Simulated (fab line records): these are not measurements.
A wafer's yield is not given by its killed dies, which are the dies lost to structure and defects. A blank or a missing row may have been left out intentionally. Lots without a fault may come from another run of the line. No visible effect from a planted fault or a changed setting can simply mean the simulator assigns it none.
Comparing a struck lot with a sound one :: flow n5-finfet :: 15 steps out of a route of 1938
Sound: the wafers L386.1, L386.2, L386.4. The struck wafers were L379.1, L379.3, L379.4. The cause comes at the end.
Order at every step that has rows: each side's tool, ch and its chambers, its first start. Under that, the readings that differ: sound wafers :: struck wafers :: difference of the means :: sigmas: that difference in standard deviations of wafers without a fault.
alike: readings whose means differ by less than 2 such deviations, and words and numbers that are the same on both sides. not compared: withheld readings, readings that some wafer has no value for, bounds like >300 that may hide the same value, and numbers for which the record gives no deviation and whose values overlap.
A row with sigmas, a row that says differs or no value, or rows on one side alone: a step with any of these is where the two part. Non-overlapping numbers with no deviation appear without sigmas and do not part them. A reading missing from all wafers of one side parts the sides only when that side holds two or more wafers.

first, 6 steps without rows for these wafers: N5_WELL_APT_EBR_04; N5_WELL_APT_SOFTBAKE_03 (time 60 s); N5_WELL_APT_EXPOSE_05 (exposes mask NWELL, defocus 0 nm, target cd 200 nm); N5_WELL_APT_PEB_06 (peb time 90 s); N5_WELL_APT_DEVELOP_07 (develop time 45 s); N5_WELL_APT_HARDBAKE_12 (time 120 s).
N5_WELL_APT_CD_MEAS_08: the cd target is 200 nm.
  sound on cd-sem-02 ch 0, day 7 01:42; struck on cd-sem-02 ch 0, day 5 07:53
  alike: cd-nm
N5_WELL_APT_OVL_MEAS_09:
  sound on overlay-01 ch 0, day 7 01:44; struck on overlay-01 ch 0, day 5 07:55
reading: NWELL_OVL (nm)
sound: -1 -7 -7
struck: 4 4 7
difference: +10
sigmas: +2
N5_WELL_APT_INSPECT_10: inspects for defects (macro).
  struck on defect-inspect-02, day 5 07:57; sound on defect-inspect-01, day 7 01:46
  alike: raw-defect-count
N5_WELL_APT_DESCUM_13: chemistry O2, time 7.9 s.
  sound on rie-diel-01 ch 1,2, day 7 01:59; struck on rie-diel-04 ch 0,2,3, day 5 08:30
  alike: drypump-motor-current-A, oes-product-au, rf-vpp-V, showerhead-plenum-p-Torr, throttle-valve-pct
  not compared: rf-hours-counter-h
then, 2 steps without rows for these wafers: N5_WELL_APT_IMPLANT_14; N5_WELL_APT_IMPLANT_15.
N5_WELL_APT_STRIP_16: strips in SPM, time 900 s.
  sound on wet-bench-05 ch 0,2,5, day 7 02:28; struck on wet-bench-06 ch 0,4,7, day 5 08:59
  no value came back on the struck wafers for bath-guard-temp-C (C), bath-heat-duty-pct (%); on the sound wafers bath-guard-temp-C (C) reads 130.0 130.6 129.4
reading: model.coat_of_WELL_APT_COAT_02.thk-nm (nm)
sound: 0 0 0
struck: 931.3 933.3 935.2
difference: +933.3
sigmas: 
then, 1 step without rows for these wafers: N5_WELL_APT_HMDS_18 (time 60 s).
-- record jumps: 10 days separate the struck wafers' starts on either side; left off in module WELL_APT, taken up again in module PASSIVATION, whose first shown step is the route's number 1936 --
N5_PASSIVATION_PROBE_49:
  rows exist in the record for the struck wafers here (prober-02, day 15 09:43), but not for the sound ones

== WHERE THEY PART ==
First at N5_WELL_APT_OVL_MEAS_09; last, within this record, at N5_PASSIVATION_PROBE_49.

WHY: what had been put in by the simulator
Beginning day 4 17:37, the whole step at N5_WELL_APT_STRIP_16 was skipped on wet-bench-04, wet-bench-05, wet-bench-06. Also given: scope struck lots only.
